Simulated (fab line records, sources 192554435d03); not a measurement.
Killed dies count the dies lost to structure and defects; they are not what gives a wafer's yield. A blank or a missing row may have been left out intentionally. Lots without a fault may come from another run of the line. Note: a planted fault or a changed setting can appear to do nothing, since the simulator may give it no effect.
fab line records	flow n5-finfet
[record] lots = 24	wafers = 72	last-day = 19
route steps=1938 shown PMOS_HMC_CHANNEL_EPI@71 FIN_SAQP@94
lots that met no fault: from a run of the same line without faults
start-h: the number of hours between the record's first day and the start of the first shown wafer of the lot	wait-h: hours from the lot's prior step to this one	" same as the row above	L1.1+2: a row that stands for several wafers	- either no value or no given start	* or withheld: withheld	< > ~ a bound
route shown NAME@n: NAME is a module with steps in the file, n the number in the route of the first one	usual: mean/standard deviation taken from wafers without a fault	same: alike in all rows	chamber/n: place in a boat	sites: the reading at each site	_std_site: the values' standard deviation	_edge_site: the outer-site mean with the inner-site mean subtracted	radius-mm: for every site, how far away it sits from the centre of the wafer	mask NAME#n: copy n	behind: the most recent tool/chamber to have shaped the wafer	hold: why the lot was held/for how many hours/how that ended	device: whichever transistor did not switch (one of n, p or np)	end of line: tests run on the same wafers once the route is complete	for a step that has no rows: nothing shown but its recipe	killed: count of dies lost to structure and defects at first sort (not the wafer's yield)	map: a wafer's dies, marking killed ones x, the rest . and places with no die _
set.NAME: the run value of the setting; set.NAME@STEP: its run value at that earlier step	model.NAME: the simulator's own value behind a step, which no gauge read
a sample of lots followed through the steps of the route, with each step as a table and each wafer as a row
services: a tool's chamber out of use, with start hour (start-h, from the record's first day; less than 0 if before it), hours out, and reason
[[steps]]
[step N5_PMOS_HMC_CHANNEL_EPI_STRIP_33]
[recipe] chemistry = N2/H2	power-w = 500	temp-c = 40	pressure-mtorr = 50	rf-frequency-hz = 6e+07	overash-fraction = 0.3	bias-power-w = 8	h2-frac = 0.5	n2-flow-sccm = 300	h2-flow-sccm = 300
[usual] drypump-motor-current-A = 5.8/0.46	oes-product-au = 0.77/0.085	rf-vpp-V = 54.3/1.6	showerhead-plenum-p-Torr = 3.36/0.12	temp-c = 40.02/0.11	throttle-valve-pct = 19.15/0.26
lot.wafer	tool	chamber	start-h	wait-h	drypump-motor-current-A	oes-product-au	rf-hours-counter-h	rf-vpp-V	showerhead-plenum-p-Torr	temp-c	throttle-valve-pct
L074.1	rie-diel-06	0	17.49	0.0	5.3	0.80	88	53.5	3.14	39.99	18.95
L074.3	"	1	"	"	6.5	0.80	123	54.4	3.36	39.82	19.15
L074.6	"	3	"	"	6.0	0.76	-	55.5	3.21	39.94	19.11
L075.2	rie-diel-06	2	23.31	0.0	6.1	0.69	228	53.2	3.45	40.00	19.09
L075.4	"	1	"	"	6.5	0.81	125	54.0	3.36	39.94	19.19
L075.6	"	1	"	"	6.5	0.81	-	53.8	3.36	39.92	19.19
L076.1	rie-diel-06	2	30.86	0.0	6.1	0.69	230	55.2	3.45	39.98	19.14
L076.4	"	0	"	"	5.3	0.80	91	52.9	3.13	40.00	18.93
L076.5	"	2	"	"	6.1	0.68	-	55.7	3.45	39.78	19.14
L077.1	rie-diel-02	0	35.81	0.0	6.1	0.72	198	55.8	3.48	40.12	19.05
L077.4	"	3	"	"	5.3	0.69	244	54.7	3.44	40.12	19.79
L077.5	"	3	"	"	5.2	0.68	-	54.1	3.44	39.97	19.77
L078.1	rie-diel-06	2	42.15	0.0	6.1	0.68	233	54.5	3.45	40.11	19.14
L078.3	"	1	"	"	6.5	0.80	129	53.6	3.35	40.16	19.16
L078.4	"	1	"	"	6.5	0.80	-	55.6	3.35	40.13	19.18
L079.1	rie-diel-02	0	48.51	0.0	6.2	0.73	202	53.5	3.48	40.12	19.11
L079.4	"	2	"	"	5.3	0.87	68	54.7	3.26	40.07	18.74
L079.6	"	2	"	"	5.3	0.86	-	53.8	3.26	40.05	18.74
L080.1	rie-diel-05	3	53.20	0.0	5.2	0.77	162	54.3	3.36	39.94	18.75
L080.4	"	0	"	"	5.8	0.73	212	54.4	3.31	40.15	19.39
L080.6	"	0	"	"	5.8	0.72	-	53.8	3.31	40.03	19.41
L081.1	rie-diel-05	1	60.43	0.0	5.6	0.71	188	54.8	3.49	40.09	19.47
L081.3	"	0	"	"	5.8	0.72	215	54.3	3.31	40.11	19.41
L081.4	"	2	"	"	6.0	0.80	104	54.6	3.53	40.04	19.38
L082.3	rie-diel-06	3	65.82	0.0	6.0	0.73	160	51.9	3.20	40.01	19.12
L082.4	"	1	"	"	6.5	0.78	-	54.7	3.35	40.17	19.19
L082.6	"	3	"	"	6.0	0.73	-	51.8	3.20	40.07	19.11
L083.2	rie-diel-02	0	72.36	0.0	6.1	0.72	214	52.5	3.47	39.87	19.09
L083.4	"	2	"	"	5.3	0.86	-	54.4	3.26	40.05	18.75
L083.6	"	3	"	"	5.3	1.01	-	51.5	3.44	39.81	19.41
L084.1	rie-diel-05	2	77.72	0.0	6.0	0.79	109	56.3	3.53	40.05	19.39
L084.4	"	3	"	"	5.2	0.74	170	53.5	3.35	40.12	18.77
L084.6	"	3	"	"	5.2	0.74	-	57.0	3.35	39.95	18.77
L085.2	rie-diel-05	2	83.17	0.0	6.0	0.80	111	53.7	3.53	39.93	19.44
L085.3	"	3	"	"	5.2	0.75	172	54.1	3.35	40.06	18.76
L085.4	"	1	"	"	5.6	0.70	195	50.7	3.48	40.09	19.48
L086.1	rie-diel-02	0	89.73	0.0	6.1	0.71	221	54.1	3.47	39.92	19.14
L086.5	"	2	"	"	5.3	0.85	-	51.3	3.25	40.11	18.75
L086.6	"	0	"	"	6.1	0.70	-	52.1	3.47	39.93	19.10
L087.1	rie-diel-02	0	96.26	0.0	6.1	0.71	223	56.5	3.47	39.89	19.13
L087.2	"	2	"	"	5.3	0.84	88	55.2	3.25	40.08	18.76
L087.5	"	3	"	"	5.2	0.95	-	55.5	3.43	39.93	19.44
L088.1	rie-diel-02	3	101.91	0.0	5.3	0.94	16	55.0	3.43	39.78	19.44
L088.3	"	2	"	"	5.3	0.85	91	50.9	3.25	40.07	18.75
L088.6	"	1	"	"	6.6	0.97	-	54.3	3.59	40.10	19.01
L089.2	rie-diel-06	2	107.64	0.0	6.1	0.66	248	54.9	3.44	40.22	19.15
L089.3	"	3	"	"	6.0	0.70	177	57.6	3.19	40.09	19.16
L089.6	"	0	"	"	5.2	0.79	-	55.2	3.13	39.97	18.91
L090.3	rie-diel-05	2	114.80	0.0	6.0	0.77	121	53.6	3.52	40.22	19.43
L090.4	"	3	"	"	5.1	0.74	183	59.0	3.35	40.19	18.80
L090.5	"	2	"	"	6.0	0.77	-	55.4	3.52	40.03	19.41
L091.1	rie-diel-06	3	119.56	0.0	6.0	0.72	180	52.9	3.19	40.04	19.17
L091.2	"	1	"	"	6.5	0.76	156	55.4	3.34	39.93	19.24
L091.6	"	1	"	"	6.5	0.77	-	53.7	3.34	39.98	19.23
L092.1	rie-diel-05	0	125.73	0.0	5.8	0.70	235	55.3	3.29	39.99	19.43
L092.2	"	1	"	"	5.7	0.70	206	54.3	3.48	39.99	19.52
L092.6	"	0	"	"	5.9	0.72	-	54.7	3.30	40.08	19.42
L093.1	rie-diel-06	3	131.87	0.0	6.0	0.71	185	53.5	3.19	39.78	19.17
L093.4	"	0	"	"	5.2	0.78	-	54.6	3.13	39.91	18.96
L093.6	"	1	"	"	6.5	0.77	-	57.4	3.34	39.94	19.22
L094.1	rie-diel-06	1	137.41	0.0	6.5	0.76	162	54.0	3.34	39.91	19.24
L094.2	"	2	"	"	6.1	0.99	1	55.1	3.44	40.02	18.77
L094.5	"	2	"	"	6.1	0.99	-	54.1	3.44	39.83	18.73
L095.2	rie-diel-05	1	143.46	0.0	5.6	0.68	211	51.4	3.47	39.99	19.51
L095.5	"	1	"	"	5.7	0.69	-	53.1	3.47	40.05	19.53
L095.6	"	2	"	"	6.0	0.76	-	55.7	3.52	39.85	19.42
L096.2	rie-diel-02	2	152.78	0.0	5.3	0.82	106	55.9	3.24	39.97	18.78
L096.4	"	3	"	"	5.3	0.92	30	54.6	3.42	40.01	19.45
L096.5	"	2	"	"	5.3	0.81	-	50.6	3.24	40.01	18.79
L097.2	rie-diel-02	3	155.77	0.0	5.3	0.94	31	55.1	3.42	39.85	19.45
L097.3	"	2	"	"	5.3	0.82	107	55.5	3.24	40.06	18.82
L097.6	"	1	"	"	6.6	0.92	-	56.1	3.58	39.94	19.05
[step N5_PMOS_HMC_CHANNEL_EPI_FIN_RECESS_16]
[recipe] chemistry = HBr/Cl2	target = Si	mask-material = SiO2	target-depth-a = 540	time-s = 18	pressure-mtorr = 10	icp-w = 800	bias-w = 75	HBr_flow_sccm = 150	Cl2_flow_sccm = 80
[usual] drypump-motor-current-A = 5.6/0.38	oes-product-au = 1.006/0.012	throttle-valve-pct = 35.47/0.26
lot.wafer	tool	chamber	start-h	wait-h	drypump-motor-current-A	oes-product-au	rf-hours-counter-h	throttle-valve-pct
L074.1	rie-si-02	1	17.81	0.0	5.6	1.001	149	35.21
L074.3	"	2	"	"	6.3	1.023	92	35.33
L074.6	"	2	"	"	6.3	1.015	-	35.33
L075.2	rie-si-03	3	23.63	0.0	5.5	1.010	92	35.45
L075.4	"	1	"	"	5.3	1.000	148	35.43
L075.6	"	0	"	"	5.1	1.006	-	35.81
L076.1	rie-si-06	0	31.18	0.0	5.4	1.002	159	35.82
L076.4	"	3	"	"	6.3	1.006	116	35.72
L076.5	"	3	"	"	6.3	0.995	-	35.72
L077.1	rie-si-03	1	36.14	0.0	5.3	1.008	149	35.44
L077.4	"	3	"	"	5.5	1.018	92	35.47
L077.5	"	3	"	"	5.5	1.009	-	35.46
L078.1	rie-si-06	0	42.48	0.0	5.4	0.991	159	35.84
L078.3	"	3	"	"	6.3	1.014	117	35.71
L078.4	"	1	"	"	5.7	1.001	119	36.07
L079.1	rie-si-02	2	48.84	0.0	6.3	1.012	93	35.36
L079.4	"	3	"	"	5.4	0.990	90	35.74
L079.6	"	0	"	"	5.7	1.029	-	35.37
L080.1	rie-si-06	0	53.52	0.0	5.4	0.985	160	35.85
L080.4	"	2	"	"	5.7	0.985	155	34.95
L080.6	"	3	"	"	6.3	1.004	-	35.70
L081.1	rie-si-02	1	60.76	0.0	5.6	1.002	150	35.22
L081.3	"	0	"	"	5.6	1.035	5	35.35
L081.4	"	3	"	"	5.4	0.999	91	35.75
L082.3	rie-si-03	0	66.14	0.0	5.1	1.011	2	35.83
L082.4	"	2	"	"	5.1	0.983	146	35.33
L082.6	"	1	"	"	5.2	0.997	-	35.45
L083.2	rie-si-02	3	72.74	0.0	5.4	0.993	91	35.73
L083.4	"	1	"	"	5.6	1.012	150	35.22
L083.6	"	2	"	"	6.3	1.014	-	35.31
L084.1	rie-si-02	2	78.04	0.0	6.3	1.018	93	35.34
L084.4	"	1	"	"	5.6	1.019	-	35.21
L084.6	"	3	"	"	5.4	0.995	-	35.73
L085.2	rie-si-03	2	83.50	0.0	5.2	0.987	146	35.28
L085.3	"	1	"	"	5.3	1.004	150	35.42
L085.4	"	3	"	"	5.5	1.018	93	35.46
L086.1	rie-si-02	3	90.06	0.0	5.4	1.005	91	35.72
L086.5	"	0	"	"	5.6	1.033	-	35.36
L086.6	"	1	"	"	5.6	1.011	-	35.19
L087.1	rie-si-06	1	96.58	0.0	5.7	0.987	121	36.08
L087.2	"	3	"	"	6.2	1.003	118	35.73
L087.5	"	3	"	"	6.3	0.997	-	35.72
L088.1	rie-si-03	0	102.24	0.0	5.1	1.001	2	35.83
L088.3	"	1	"	"	5.2	1.014	150	35.43
L088.6	"	2	"	"	5.2	0.998	-	35.29
L089.2	rie-si-02	1	107.96	0.0	5.6	1.007	150	35.22
L089.3	"	3	"	"	5.4	0.985	92	35.74
L089.6	"	3	"	"	5.4	1.006	-	35.72
L090.3	rie-si-02	0	115.12	0.0	5.6	1.022	6	35.38
L090.4	"	3	"	"	5.3	0.991	92	35.75
L090.5	"	3	"	"	5.3	1.000	-	35.74
L091.1	rie-si-02	0	119.88	0.0	5.7	1.015	7	35.37
L091.2	"	3	"	"	5.4	0.991	92	35.72
L091.6	"	1	"	"	5.6	1.014	-	35.22
L092.1	rie-si-02	2	126.06	0.0	6.3	1.005	94	35.33
L092.2	"	3	"	"	5.4	0.985	92	35.75
L092.6	"	1	"	"	5.5	1.003	-	35.23
L093.1	rie-si-02	3	132.28	0.0	5.4	0.992	92	35.74
L093.4	"	0	"	"	5.7	1.014	7	35.39
L093.6	"	2	"	"	6.3	1.009	-	35.34
L094.1	rie-si-03	1	137.74	0.0	5.3	1.014	151	35.40
L094.2	"	0	"	"	5.1	1.010	3	35.81
L094.5	"	3	"	"	5.5	1.010	-	35.48
L095.2	rie-si-06	3	143.78	0.0	6.3	0.993	119	35.70
L095.5	"	2	"	"	5.7	0.990	-	34.96
L095.6	"	3	"	"	6.3	1.002	-	35.70
L096.2	rie-si-02	3	153.10	0.0	5.4	0.999	92	35.72
L096.4	"	0	"	"	5.7	1.029	7	35.39
L096.5	"	2	"	"	6.3	1.016	-	35.32
L097.2	rie-si-02	2	156.10	0.0	6.3	1.015	95	35.31
L097.3	"	0	"	"	5.6	1.023	7	35.37
L097.6	"	1	"	"	5.6	1.010	-	35.22
[step N5_PMOS_HMC_CHANNEL_EPI_THK_MEAS_22]
[recipe] reads = SiGe30_of_PMOS_HMC_CHANNEL_EPI_EPI_20
[usual] HMC_CMP_THK = 54.3/0.67
lot.wafer	tool	chamber	start-h	wait-h	HMC_CMP_THK[nm]
L074.1	film-metro-01	-	19.61	-	54.3
L074.3	"	-	"	"	55.4
L074.6	"	-	"	"	55.2
L075.2	film-metro-02	-	25.84	-	54.4
L075.4	"	-	"	"	54.3
L075.6	"	-	"	"	54.5
L076.1	film-metro-02	-	33.00	-	54.2
L076.4	"	-	"	"	54.9
L076.5	"	-	"	"	54.7
L077.1	film-metro-01	-	37.94	-	54.5
L077.4	"	-	"	"	54.5
L077.5	"	-	"	"	54.9
L078.1	film-metro-02	-	44.42	-	54.0
L078.3	"	-	"	"	55.1
L078.4	"	-	"	"	54.5
L079.1	film-metro-01	-	50.64	-	55.0
L079.4	"	-	"	"	53.3
L079.6	"	-	"	"	54.8
L080.1	film-metro-02	-	55.34	-	53.2
L080.4	"	-	"	"	53.3
L080.6	"	-	"	"	55.2
L081.1	film-metro-02	-	62.56	-	53.8
L081.3	"	-	"	"	54.9
L081.4	"	-	"	"	53.6
L082.3	film-metro-01	-	68.10	-	54.7
L082.4	"	-	"	"	52.1
L082.6	"	-	"	"	54.3
L083.2	film-metro-01	-	74.62	-	53.2
L083.4	"	-	"	"	54.2
L083.6	"	-	"	"	55.1
L084.1	film-metro-01	-	79.86	-	55.4
L084.4	"	-	"	"	54.5
L084.6	"	-	"	"	53.3
L085.2	film-metro-01	-	85.78	-	52.5
L085.3	"	-	"	"	54.1
L085.4	"	-	"	"	54.5
L086.1	film-metro-01	-	92.26	-	54.0
L086.5	"	-	"	"	55.1
L086.6	"	-	"	"	55.2
L087.1	film-metro-02	-	98.45	-	54.1
L087.2	"	-	"	"	54.6
L087.5	"	-	"	"	54.5
L088.1	film-metro-02	-	104.05	-	54.2
L088.3	"	-	"	"	54.9
L088.6	"	-	"	"	53.3
L089.2	film-metro-02	-	109.76	-	54.4
L089.3	"	-	"	"	53.0
L089.6	"	-	"	"	54.1
L090.3	film-metro-02	-	117.34	-	53.9
L090.4	"	-	"	"	53.2
L090.5	"	-	"	"	53.3
L091.1	film-metro-02	-	122.08	-	54.3
L091.2	"	-	"	"	53.8
L091.6	"	-	"	"	54.2
L092.1	film-metro-02	-	128.03	-	55.1
L092.2	"	-	"	"	52.8
L092.6	"	-	"	"	53.7
L093.1	film-metro-02	-	134.14	-	53.1
L093.4	"	-	"	"	54.0
L093.6	"	-	"	"	55.1
L094.1	film-metro-02	-	139.55	-	55.5
L094.2	"	-	"	"	54.3
L094.5	"	-	"	"	54.1
L095.2	film-metro-02	-	145.58	-	54.8
L095.5	"	-	"	"	53.6
L095.6	"	-	"	"	55.2
L096.2	film-metro-01	-	154.91	-	53.8
L096.4	"	-	"	"	54.0
L096.5	"	-	"	"	55.5
L097.2	film-metro-02	-	157.91	-	55.1
L097.3	"	-	"	"	54.2
L097.6	"	-	"	"	54.4
[step N5_FIN_SAQP_ALD_61]
[recipe] material = SiO2	target-thk-a = 40	temp-c = 300	ald-precursor-family = BDEAS	ald-co-reactant = O2-plasma	pulse-time-s = 1	purge-time-s = 2	co-reactant-purge-time-s = 2	ald-cycles = 43	pressure-torr = 2
[usual] heater-power-w = 489/44	precursor-pulse-height-rel = 1.002/0.02
lot.wafer	tool	chamber	start-h	wait-h	heater-power-w	precursor-pulse-height-rel
L074.1	ald-sin-02	1	22.10	1.9	473	0.986
L074.3	"	3	"	"	480	0.991
L074.6	"	2	"	"	460	1.023
L075.2	ald-sin-03	3	26.46	0.0	488	1.032
L075.4	"	0	"	"	541	0.979
L075.6	"	1	"	"	474	0.988
L076.1	ald-sin-02	2	33.70	0.0	472	1.006
L076.4	"	0	"	"	447	1.048
L076.5	"	1	"	"	464	1.012
L077.1	ald-sin-02	1	39.38	0.9	455	1.021
L077.4	"	0	"	"	451	1.008
L077.5	"	0	"	"	433	0.992
L078.1	ald-sin-02	1	45.10	0.1	467	1.027
L078.3	"	2	"	"	464	1.044
L078.4	"	0	"	"	449	0.997
L079.1	ald-sin-01	1	51.24	0.0	528	1.005
L079.4	"	3	"	"	529	1.016
L079.6	"	2	"	"	455	0.999
L080.1	ald-sin-03	2	56.76	0.8	481	1.002
L080.4	"	1	"	"	468	1.007
L080.6	"	3	"	"	488	1.009
L081.1	ald-sin-01	2	63.27	0.0	460	0.980
L081.3	"	0	"	"	612	0.972
L081.4	"	1	"	"	520	0.989
L082.3	ald-sin-01	3	69.58	0.9	533	1.020
L082.4	"	2	"	"	456	1.022
L082.6	"	1	"	"	527	1.005
L083.2	ald-sin-03	0	75.27	0.0	536	0.982
L083.4	"	1	"	"	467	0.994
L083.6	"	3	"	"	491	1.014
L084.1	ald-sin-02	1	81.22	0.7	457	0.996
L084.4	"	1	"	"	463	0.978
L084.6	"	3	"	"	475	0.993
L085.2	ald-sin-02	1	90.78	4.4	476	0.972
L085.3	"	0	"	"	435	0.984
L085.4	"	2	"	"	462	1.029
L086.1	ald-sin-02	2	93.25	0.4	465	0.990
L086.5	"	3	"	"	486	1.057
L086.6	"	2	"	"	462	0.992
L087.1	ald-sin-02	2	99.60	0.6	473	1.010
L087.2	"	1	"	"	464	0.995
L087.5	"	2	"	"	472	1.003
L088.1	ald-sin-01	2	105.18	0.4	459	0.998
L088.3	"	3	"	"	482	1.027
L088.6	"	3	"	"	498	1.013
L089.2	ald-sin-02	0	110.37	0.0	442	0.960
L089.3	"	2	"	"	463	0.970
L089.6	"	1	"	"	465	0.994
L090.3	ald-sin-02	3	117.94	0.0	498	1.016
L090.4	"	2	"	"	466	0.976
L090.5	"	0	"	"	439	0.998
L091.1	ald-sin-01	1	122.78	0.0	513	1.033
L091.2	"	3	"	"	501	0.963
L091.6	"	2	"	"	461	1.013
L092.1	ald-sin-02	0	129.08	0.5	442	1.002
L092.2	"	3	"	"	500	1.017
L092.6	"	2	"	"	478	1.004
L093.1	ald-sin-02	0	134.97	0.3	450	1.001
L093.4	"	2	"	"	467	0.999
L093.6	"	1	"	"	456	1.002
L094.1	ald-sin-01	0	140.15	0.0	618	1.018
L094.2	"	3	"	"	496	0.998
L094.5	"	1	"	"	506	1.002
L095.2	ald-sin-03	0	146.18	0.0	546	1.020
L095.5	"	0	"	"	551	1.009
L095.6	"	1	"	"	480	0.995
L096.2	ald-sin-01	1	157.74	2.2	513	1.005
L096.4	"	2	"	"	469	0.978
L096.5	"	0	"	"	619	1.003
L097.2	ald-sin-01	2	158.52	0.0	457	0.969
L097.3	"	0	"	"	610	1.004
L097.6	"	3	"	"	500	0.984
[step N5_FIN_SAQP_PECVD_47]
[recipe] material = a-Si	target-thk-a = 450	temp-c = 400	precursor = SiH4/He	pressure-torr = 3	rf-w = 100	time-s = 36.3
[usual] heater-power-w = 830/83	showerhead-plenum-p-Torr = 5.69/0.061	throttle-valve-pct = 17.8/1.3
lot.wafer	tool	chamber	start-h	wait-h	heater-power-w	showerhead-plenum-p-Torr	throttle-valve-pct
L074.1	pecvd-01	0	22.67	0.0	909	5.68	17.3
L074.3	"	2	"	"	817	5.74	16.7
L074.6	"	2	"	"	796	5.73	16.7
L075.2	pecvd-02	2	27.19	0.0	955	5.72	18.0
L075.4	"	2	"	"	940	5.71	17.9
L075.6	"	0	"	"	688	5.70	18.8
L076.1	pecvd-03	1	34.25	0.0	769	5.64	19.1
L076.4	"	1	"	"	785	5.63	18.9
L076.5	"	1	"	"	767	5.63	19.2
L077.1	pecvd-03	1	39.94	0.0	718	5.61	19.0
L077.4	"	0	"	"	966	5.66	18.3
L077.5	"	1	"	"	719	5.64	19.1
L078.1	pecvd-03	0	45.64	0.0	951	5.63	17.9
L078.3	"	0	"	"	941	5.65	18.1
L078.4	"	1	"	"	739	5.62	19.2
L079.1	pecvd-02	0	51.81	0.0	788	5.71	18.9
L079.4	"	0	"	"	793	5.71	18.6
L079.6	"	1	"	"	895	5.60	17.1
L080.1	pecvd-03	1	57.42	0.0	752	5.62	19.0
L080.4	"	0	"	"	988	5.65	18.2
L080.6	"	2	"	"	797	5.72	15.7
L081.1	pecvd-03	2	63.99	0.0	801	5.71	15.8
L081.3	"	2	"	"	785	5.72	15.8
L081.4	"	2	"	"	793	5.72	15.6
L082.3	pecvd-01	2	70.16	0.0	813	5.74	16.6
L082.4	"	0	"	"	890	5.69	17.0
L082.6	"	1	"	"	766	5.83	20.2
L083.2	pecvd-03	0	75.81	0.0	909	5.65	17.8
L083.4	"	1	"	"	782	5.63	18.8
L083.6	"	2	"	"	807	5.71	15.8
L084.1	pecvd-02	1	81.76	0.0	831	5.59	17.1
L084.4	"	0	"	"	716	5.71	18.9
L084.6	"	2	"	"	973	5.71	18.1
L085.2	pecvd-02	1	91.79	0.0	794	5.61	17.3
L085.3	"	1	"	"	799	5.59	17.1
L085.4	"	0	"	"	771	5.69	18.5
L086.1	pecvd-03	2	93.98	0.0	706	5.72	16.0
L086.5	"	1	"	"	771	5.64	18.8
L086.6	"	2	"	"	734	5.71	16.1
L087.1	pecvd-01	1	100.32	0.0	724	5.82	20.1
L087.2	"	0	"	"	891	5.69	16.9
L087.5	"	1	"	"	728	5.83	20.1
L088.1	pecvd-01	2	105.73	0.0	898	5.73	16.6
L088.3	"	1	"	"	777	5.82	20.0
L088.6	"	2	"	"	919	5.73	16.7
L089.2	pecvd-03	1	110.94	0.0	716	5.62	19.1
L089.3	"	2	"	"	818	5.73	15.8
L089.6	"	2	"	"	786	5.72	16.0
L090.3	pecvd-01	1	119.24	0.0	769	5.81	20.5
L090.4	"	1	"	"	781	5.83	20.3
L090.5	"	2	"	"	882	5.75	16.7
L091.1	pecvd-03	1	123.50	0.0	681	5.64	19.0
L091.2	"	0	"	"	940	5.63	18.1
L091.6	"	1	"	"	702	5.63	18.9
L092.1	pecvd-03	0	129.95	0.0	992	5.65	18.3
L092.2	"	2	"	"	842	5.72	15.9
L092.6	"	1	"	"	770	5.64	19.0
L093.1	pecvd-01	0	135.71	0.0	897	5.68	17.2
L093.4	"	2	"	"	910	5.72	16.6
L093.6	"	2	"	"	764	5.72	16.7
L094.1	pecvd-01	2	140.73	0.0	865	5.74	16.9
L094.2	"	1	"	"	736	5.82	20.2
L094.5	"	0	"	"	910	5.69	17.2
L095.2	pecvd-03	1	146.72	0.0	723	5.63	19.0
L095.5	"	1	"	"	713	5.63	18.7
L095.6	"	2	"	"	828	5.70	16.1
L096.2	pecvd-01	2	158.87	0.0	887	5.72	16.7
L096.4	"	1	"	"	733	5.83	20.1
L096.5	"	0	"	"	831	5.70	17.5
L097.2	pecvd-01	0	159.32	0.0	867	5.68	17.2
L097.3	"	2	"	"	771	5.72	16.8
L097.6	"	0	"	"	846	5.69	17.5
[step N5_FIN_SAQP_MANDREL1_REMOVE_56]
[recipe] chemistry = HBr/Cl2/O2	bt-time-s = 10	target = a-Si	stop-on = SiNx	endpoint = OES-SiCl	over-etch-frac = 1	icp-w = 600	bias-w = 22	HBr_flow_sccm = 150	Cl2_flow_sccm = 80	O2_flow_sccm = 5	pressure-mtorr = 10
[usual] drypump-motor-current-A = 5.8/0.48	oes-product-au = 1.005/0.019	throttle-valve-pct = 36.7/0.34
lot.wafer	tool	chamber	start-h	wait-h	drypump-motor-current-A	oes-product-au	rf-hours-counter-h	throttle-valve-pct
L074.1	rie-si-04	0	26.17	0.1	5.7	0.997	39	36.3
L074.3	"	3	"	"	5.6	1.013	130	37.4
L074.6	"	0	"	"	5.7	1.011	-	36.3
L075.2	rie-si-04	2	30.33	0.1	5.8	0.999	109	36.3
L075.4	"	0	"	"	5.7	1.004	39	36.3
L075.6	"	3	"	"	5.7	1.011	-	37.4
L076.1	rie-si-01	1	37.27	0.1	6.3	0.994	63	36.8
L076.4	"	2	"	"	5.5	1.004	87	37.2
L076.5	"	1	"	"	6.2	0.989	-	36.8
L077.1	rie-si-01	0	43.24	0.1	6.3	1.018	182	36.9
L077.4	"	1	"	"	6.3	1.001	63	36.8
L077.5	"	1	"	"	6.3	0.989	-	36.8
L078.1	rie-si-05	0	48.84	0.1	5.1	1.019	54	36.4
L078.3	"	1	"	"	5.2	1.030	73	37.0
L078.4	"	3	"	"	6.2	1.001	92	36.5
L079.1	rie-si-01	0	56.20	0.1	6.3	1.017	183	36.9
L079.4	"	3	"	"	5.5	0.994	54	36.3
L079.6	"	3	"	"	5.5	0.991	-	36.3
L080.1	rie-si-01	3	60.36	0.1	5.5	0.983	54	36.3
L080.4	"	1	"	"	6.3	0.961	64	36.8
L080.6	"	3	"	"	5.5	0.987	-	36.3
L081.1	rie-si-04	1	67.40	0.1	5.7	0.960	44	36.7
L081.3	"	2	"	"	5.8	1.010	109	36.3
L081.4	"	0	"	"	5.7	1.004	39	36.3
L082.3	rie-si-05	2	74.21	0.1	6.5	0.996	127	37.0
L082.4	"	0	"	"	5.1	1.017	54	36.4
L082.6	"	3	"	"	6.1	1.003	-	36.5
L083.2	rie-si-04	2	79.92	0.1	5.8	1.015	110	36.3
L083.4	"	0	"	"	5.7	1.020	40	36.3
L083.6	"	1	"	"	5.7	0.966	-	36.8
L084.1	rie-si-01	2	85.54	0.1	5.5	1.001	88	37.2
L084.4	"	3	"	"	5.5	0.997	55	36.3
L084.6	"	0	"	"	6.2	1.016	-	36.9
L085.2	rie-si-05	3	96.93	0.1	6.1	1.000	93	36.5
L085.3	"	2	"	"	6.6	0.994	127	37.0
L085.4	"	0	"	"	5.1	1.034	55	36.4
L086.1	rie-si-01	0	97.99	0.1	6.3	1.008	183	36.9
L086.5	"	3	"	"	5.5	0.983	-	36.3
L086.6	"	0	"	"	6.3	1.005	-	36.9
L087.1	rie-si-05	0	103.30	0.1	5.1	1.034	55	36.4
L087.2	"	3	"	"	6.1	1.011	93	36.5
L087.5	"	2	"	"	6.6	0.996	-	37.0
L088.1	rie-si-01	1	108.40	0.1	6.3	0.971	64	36.8
L088.3	"	3	"	"	5.5	0.996	55	36.3
L088.6	"	2	"	"	5.6	0.989	-	37.2
L089.2	rie-si-01	1	114.01	0.1	6.3	0.982	65	36.8
L089.3	"	2	"	"	5.6	0.998	88	37.2
L089.6	"	3	"	"	5.5	0.981	-	36.3
L090.3	rie-si-05	1	122.65	0.1	5.2	1.027	74	37.0
L090.4	"	2	"	"	6.5	0.997	128	37.0
L090.5	"	1	"	"	5.2	1.027	-	37.0
L091.1	rie-si-05	2	126.16	0.1	6.5	0.987	128	37.0
L091.2	"	1	"	"	5.2	1.033	75	37.0
L091.6	"	1	"	"	5.2	1.033	-	37.0
L092.1	rie-si-05	1	132.74	0.1	5.3	1.042	75	37.0
L092.2	"	2	"	"	6.5	0.992	128	37.0
L092.6	"	3	"	"	6.1	1.011	-	36.5
L093.1	rie-si-04	2	138.48	0.1	5.8	1.008	111	36.3
L093.4	"	2	"	"	5.8	1.015	-	36.3
L093.6	"	3	"	"	5.6	1.021	-	37.4
L094.1	rie-si-05	2	143.39	0.1	6.5	0.984	128	37.0
L094.2	"	0	"	"	5.1	1.020	56	36.4
L094.5	"	0	"	"	5.1	1.016	-	36.4
L095.2	rie-si-05	3	149.55	0.1	6.2	1.003	94	36.5
L095.5	"	1	"	"	5.2	1.027	-	37.0
L095.6	"	0	"	"	5.1	1.034	-	36.4
L096.2	rie-si-05	2	161.99	0.1	6.5	0.990	129	37.0
L096.4	"	1	"	"	5.3	1.022	75	37.0
L096.5	"	0	"	"	5.1	1.017	-	36.4
L097.2	rie-si-05	3	162.90	0.1	6.1	1.014	94	36.5
L097.3	"	2	"	"	6.6	1.001	129	37.0
L097.6	"	2	"	"	6.6	0.994	-	37.0
[[services]]
tool	chamber	start-h	hours	kind
rie-si-01	1	-6.41	2.9	repair
ald-sin-02	-	-3.57	14.0	pm
pecvd-01	1	1.69	5.6	repair
rie-si-01	0	1.77	15.4	repair
pecvd-02	-	2.28	0.9	repair
rie-si-05	-	3.06	0.2	repair
rie-diel-06	-	23.51	0.1	repair
rie-si-05	1	31.52	5.2	repair
rie-diel-06	3	41.17	1.7	repair
rie-diel-06	0	57.25	43.9	repair
pecvd-03	1	59.37	15.9	repair
rie-si-02	0	73.47	6.2	repair
ald-sin-03	3	76.15	22.1	repair
rie-diel-06	2	76.37	23.5	repair
ald-sin-03	-	78.53	14.6	pm
ald-sin-02	0	78.91	3.3	repair
ald-sin-01	-	85.61	14.0	pm
pecvd-03	2	101.61	3.9	repair
pecvd-03	0	103.00	14.9	repair
rie-diel-06	0	117.80	3.6	repair
pecvd-02	0	125.05	9.5	repair
ald-sin-03	3	135.05	4.0	repair
rie-si-04	0	136.64	1.9	repair
rie-diel-02	-	145.67	1.1	repair
[[key]]
fault none
